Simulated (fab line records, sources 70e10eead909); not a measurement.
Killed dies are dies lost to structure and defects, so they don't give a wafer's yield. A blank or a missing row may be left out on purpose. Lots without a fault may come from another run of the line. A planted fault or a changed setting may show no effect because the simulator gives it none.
Chamber matching | flow nand_harc | NHARC_A_SGD_CUT_ETCH_58 on rie_diel-03: 4 sister chambers
The step etches the open film in CF4, target depth 39 nm, time 65 s. 20 wafers are shown with their chamber, then 10 later ones without.

WAFERS WITH THEIR CHAMBER
wafer  | chamber | showerhead_plenum_p_Torr (Torr) | drypump_motor_current_A (A) | oes_product_au (a.u.)
L074.2 | 2       | 1.81                            | 6.0                         | 1.002
L074.3 | 3       | 1.83                            | 5.6                         | 0.991
L074.5 | 1       | 1.78                            | 5.3                         | 1.033
L082.1 | 3       | 1.83                            | 5.5                         | 0.988
L082.2 | 2       | 1.80                            | 6.0                         | 1.009
L082.4 | 0       | 1.76                            | 5.6                         | 1.004
L083.1 | 1       | 1.78                            | 5.3                         | 1.017
L083.2 | 2       | 1.81                            | 6.1                         | 1.011
L083.3 | 0       | 1.75                            | 5.6                         | 1.007
L083.4 | 3       | 1.83                            | 5.5                         | 1.007
L083.5 | 1       | 1.78                            | 5.3                         | 1.014
L083.6 | 2       | 1.81                            | 6.1                         | 1.006
L086.3 | 0       | 1.75                            | 5.6                         | 0.992
L086.5 | 3       | 1.83                            | 5.5                         | 0.992
L086.6 | 0       | 1.75                            | 5.6                         | 0.994
L088.1 | 3       | 1.83                            | 5.6                         | 1.004
L088.3 | 2       | 1.81                            | 6.1                         | 1.017
L088.5 | 2       | 1.80                            | 6.1                         | 1.027
L090.1 | 1       | 1.78                            | 5.3                         | 1.003
L090.3 | 0       | 1.75                            | 5.6                         | 1.007

SIGNATURES (means of the wafers above)
reading                  | chamber 0 | chamber 1 | chamber 2 | chamber 3 | scatter within a chamber
showerhead_plenum_p_Torr | 1.7520    | 1.7800    | 1.8067    | 1.8300    | 0.00365
drypump_motor_current_A  | 5.600     | 5.300     | 6.067     | 5.540     | 0.0398
oes_product_au           | 1.00080   | 1.01675   | 1.01200   | 0.99640   | 0.00921
Rule: a wafer's distance from a chamber is the root of the sum, over the readings, of the square of ((its reading less the chamber's mean) divided by the reading's scatter). The wafer belongs to the nearest chamber; if the next one is less than 2 further off, it can't be placed. The scatter: the root of (the sum of the squares of (reading less its chamber's mean) over the shown wafers, divided by (wafers less chambers)).

WAFERS WITHOUT THEIR CHAMBER
wafer  | showerhead_plenum_p_Torr (Torr) | drypump_motor_current_A (A) | oes_product_au (a.u.)
L090.4 | 1.80                            | 6.1                         | 1.001
L091.1 | 1.78                            | 5.3                         | 1.004
L091.2 | 1.83                            | 5.5                         | 1.000
L091.6 | 1.80                            | 6.1                         | 1.003
L092.1 | 1.78                            | 5.3                         | 1.009
L092.4 | 1.83                            | 5.6                         | 0.999
L092.6 | 1.80                            | 6.0                         | 0.996
L093.1 | 1.75                            | 5.6                         | 1.004
L093.2 | 1.78                            | 5.3                         | 1.004
L093.6 | 1.80                            | 6.1                         | 1.004

WHICH CHAMBER EACH WENT THROUGH
wafer  | from the rows above | in truth
L090.4 | 2                   | 2
L091.1 | 1                   | 1
L091.2 | 3                   | 3
L091.6 | 2                   | 2
L092.1 | 1                   | 1
L092.4 | 3                   | 3
L092.6 | 2                   | 2
L093.1 | 0                   | 0
L093.2 | 1                   | 1
L093.6 | 2                   | 2
Placed correctly: 10 of 10. Can't be placed from these rows: 0. Placed wrongly: 0.
